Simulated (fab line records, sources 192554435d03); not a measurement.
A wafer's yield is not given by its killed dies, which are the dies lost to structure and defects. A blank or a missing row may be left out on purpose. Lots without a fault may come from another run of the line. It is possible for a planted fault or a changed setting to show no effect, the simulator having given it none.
2 desks, one fault -- flow n5-finfet -- only its own numbers are on each desk; what lay behind them is given at the end

== THE DEFECT DESK ==
Lot by lot, what the route's inspections counted, given as the mean of those sampled wafers with a number. If a lot's mean is further than 4 standard deviations from the usual mean, the lot is out of limits and carries the mark OUT (the distance appears in the brackets).
Columns: A = raw-defect-count at N5_BEOL_M6_INSPECT_58, usual 71
lot,first seen here,A
L482,day 9 02:13,47
L481,day 9 04:11,79
L494,day 11 23:49,62
L491,day 12 00:26,89
L496,day 13 14:01,53
L503,day 14 20:06,47
This desk found nothing out of limits on any of the 6 lots.

== AT THE METROLOGY DESK ==
Lot by lot, what the gauges showed, no matter which tool ran the lot: averages of those sampled wafers that carry a number. If a lot's mean is further than 4 standard deviations from the usual mean, the lot is out of limits and carries the mark OUT (the distance appears in the brackets).
Columns: A = M6_RS at N5_BEOL_M6_RS_MEAS_57, usual 0.294 ohm/sq; B = M7_ILD_THK at N5_BEOL_M7_THK_MEAS_01, usual 154.9 nm
lot,first seen here,A,B
L482,day 9 02:11,0.286,154.0
L481,day 9 04:10,0.286,153.2
L494,day 11 23:47,0.292,155.9
L491,day 12 00:24,0.284,153.8
L496,day 13 13:59,0.299,155.9
L503,day 14 20:05,0.287,154.9
This desk found nothing out of limits on any of the 6 lots.

== TAKEN TOGETHER ==
Nothing out of limits was seen by the defect desk.
Metrology desk: nothing out of limits seen.

== WHAT THE SIMULATOR PUT IN ==
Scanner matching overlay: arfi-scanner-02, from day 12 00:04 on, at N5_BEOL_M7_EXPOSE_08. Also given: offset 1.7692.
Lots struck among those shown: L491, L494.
